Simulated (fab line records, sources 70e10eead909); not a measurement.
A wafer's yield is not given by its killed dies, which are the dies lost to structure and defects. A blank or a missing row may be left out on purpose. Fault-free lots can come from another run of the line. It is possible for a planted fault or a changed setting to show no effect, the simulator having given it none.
Which tool is to blame? / flow nandHarc / Sampling: 12 lots, 36 wafers, 5 of 1302 route steps

## WHAT EACH GAUGE READ, for each wafer
NHARC_A_SGD_CUT_CD_MEAS_09: the cd target is 100 nm.
lot=L074; measured=day 19 15:43; on=cdSem-01; cdNm (nm)=99.9 99.5 99.9
lot=L077; measured=day 20 15:51; on=cdSem-01; cdNm (nm)=100.5 99.8 100.1
lot=L080; measured=day 21 02:02; on=cdSem-03; cdNm (nm)=100.5 100.0 100.1
lot=L081; measured=day 22 22:11; on=cdSem-02; cdNm (nm)=100.1 100.0 99.7
lot=L083; measured=day 22 22:26; on=cdSem-02; cdNm (nm)=99.5 99.5 100.3
lot=L085; measured=day 23 22:07; on=cdSem-03; cdNm (nm)=100.1 99.4 99.5
lot=L087; measured=day 24 20:13; on=cdSem-03; cdNm (nm)=100.3 99.0 99.9
lot=L089; measured=day 25 17:28; on=cdSem-02; cdNm (nm)=99.4 100.4 100.9
lot=L092; measured=day 26 02:23; on=cdSem-03; cdNm (nm)=99.4 100.2 100.4
lot=L093; measured=day 27 01:21; on=cdSem-03; cdNm (nm)=100.5 101.1 101.2
lot=L096; measured=day 28 08:49; on=cdSem-02; cdNm (nm)=100.4 100.4 100.0
lot=L097; measured=day 29 10:00; on=cdSem-02; cdNm (nm)=100.5 101.1 99.7

## WHAT TOOL EACH LOT RAN ON (gives the tool, then ch and the chambers of the sampled wafers, and finally the start)
lot=L074; NHARC_A_STAIRCASE_ALD_420=aldHk-03 ch 2,3, day 17 17:37; NHARC_A_STAIRCASE_DEP_325=pecvd-03 ch 1,2, day 18 21:37; NHARC_A_STAIRCASE_CMP_450=cmp-01 ch 0,1,3, day 19 13:05; NHARC_A_STAIRCASE_CMP_472=cmp-01 ch 0,2,3, day 19 14:37
lot=L077; NHARC_A_STAIRCASE_ALD_420=aldHk-03 ch 0,2,3, day 18 22:10; NHARC_A_STAIRCASE_DEP_325=pecvd-02 ch 1,2, day 19 20:31; NHARC_A_STAIRCASE_CMP_450=cmp-04 ch 1,2,3, day 20 13:17; NHARC_A_STAIRCASE_CMP_472=cmp-04 ch 0,1, day 20 14:43
lot=L080; NHARC_A_STAIRCASE_ALD_420=aldHk-03 ch 0,1, day 19 09:52; NHARC_A_STAIRCASE_DEP_325=pecvd-03 ch 0,1,2, day 20 10:20; NHARC_A_STAIRCASE_CMP_450=cmp-01 ch 0,1,3, day 20 23:32; NHARC_A_STAIRCASE_CMP_472=cmp-02 ch 0,2,3, day 21 01:03
lot=L081; NHARC_A_STAIRCASE_ALD_420=aldHk-04 ch 0,3, day 20 21:10; NHARC_A_STAIRCASE_DEP_325=pecvd-03 ch 0,1, day 22 05:18; NHARC_A_STAIRCASE_CMP_450=cmp-02 ch 0,1,2, day 22 19:32; NHARC_A_STAIRCASE_CMP_472=cmp-01 ch 0,1,2, day 22 21:02
lot=L083; NHARC_A_STAIRCASE_ALD_420=aldHk-04 ch 0,1,2, day 20 23:21; NHARC_A_STAIRCASE_DEP_325=pecvd-04 ch 1,2, day 22 05:17; NHARC_A_STAIRCASE_CMP_450=cmp-04 ch 1,3, day 22 19:50; NHARC_A_STAIRCASE_CMP_472=cmp-02 ch 2,3, day 22 21:18
lot=L085; NHARC_A_STAIRCASE_ALD_420=aldHk-01 ch 0,1,2, day 22 04:25; NHARC_A_STAIRCASE_DEP_325=pecvd-03 ch 0,1,2, day 23 05:34; NHARC_A_STAIRCASE_CMP_450=cmp-01 ch 0,2,3, day 23 19:30; NHARC_A_STAIRCASE_CMP_472=cmp-01 ch 0,1,2, day 23 20:59
lot=L087; NHARC_A_STAIRCASE_ALD_420=aldHk-01 ch 1,2,3, day 23 05:20; NHARC_A_STAIRCASE_DEP_325=pecvd-04 ch 1,2, day 24 04:08; NHARC_A_STAIRCASE_CMP_450=cmp-04 ch 0,1, day 24 17:37; NHARC_A_STAIRCASE_CMP_472=cmp-02 ch 0,1,2, day 24 19:07
lot=L089; NHARC_A_STAIRCASE_ALD_420=aldHk-03 ch 0,2,3, day 23 20:14; NHARC_A_STAIRCASE_DEP_325=pecvd-03 ch 1,2, day 24 22:31; NHARC_A_STAIRCASE_CMP_450=cmp-04 ch 0,3, day 25 14:24; NHARC_A_STAIRCASE_CMP_472=cmp-02 ch 0,1,3, day 25 16:22
lot=L092; NHARC_A_STAIRCASE_ALD_420=aldHk-01 ch 0,1,3, day 24 10:53; NHARC_A_STAIRCASE_DEP_325=pecvd-03 ch 1,2, day 25 10:16; NHARC_A_STAIRCASE_CMP_450=cmp-02 ch 1,2, day 25 23:45; NHARC_A_STAIRCASE_CMP_472=cmp-01 ch 1,2, day 26 01:12
lot=L093; NHARC_A_STAIRCASE_ALD_420=aldHk-04 ch 1,2, day 25 09:05; NHARC_A_STAIRCASE_DEP_325=pecvd-03 ch 0,2, day 26 09:31; NHARC_A_STAIRCASE_CMP_450=cmp-04 ch 1,2, day 26 22:41; NHARC_A_STAIRCASE_CMP_472=cmp-04 ch 0,3, day 27 00:13
lot=L096; NHARC_A_STAIRCASE_ALD_420=aldHk-01 ch 0,2,3, day 26 10:59; NHARC_A_STAIRCASE_DEP_325=pecvd-02 ch 0,2, day 27 14:31; NHARC_A_STAIRCASE_CMP_450=cmp-01 ch 0,1, day 28 06:08; NHARC_A_STAIRCASE_CMP_472=cmp-04 ch 2,3, day 28 07:41
lot=L097; NHARC_A_STAIRCASE_ALD_420=aldHk-01 ch 0,2,3, day 27 14:18; NHARC_A_STAIRCASE_DEP_325=pecvd-02 ch 0,1,2, day 28 16:45; NHARC_A_STAIRCASE_CMP_450=cmp-02 ch 2,3, day 29 07:18; NHARC_A_STAIRCASE_CMP_472=cmp-04 ch 0,1, day 29 08:54
- NHARC_A_STAIRCASE_ALD_420: deposits SiO2, target thk 20 nm, pulse time 6 s, ald cycles 200.
- NHARC_A_STAIRCASE_DEP_325: deposits SiO2, target thk 7200 nm.
- NHARC_A_STAIRCASE_CMP_450: polishes SiO2, target thk 200 nm.
- NHARC_A_STAIRCASE_CMP_472: polishes SiO2.

## THE ANSWER, worked out from the rows above alone
Rule: usual is defined by the lots themselves. The widest of any qualifying gaps counts: lots, ordered by their means at a reading, are off when they make up no more than a third of the lots, leave a main group of 4 or more, and stand apart from it by 3 or more times the standard deviation of that group's means. Not used: any main group whose means are identical at the precision the tables above print for the reading. Also off: a lot with no number at a reading for which 4 or more lots have one. The other lots that the step has rows for count as sound.
Across all readings shown, no lot is off: no conclusion can be drawn from this.

## WHAT THE SIMULATOR HAD PUT IN
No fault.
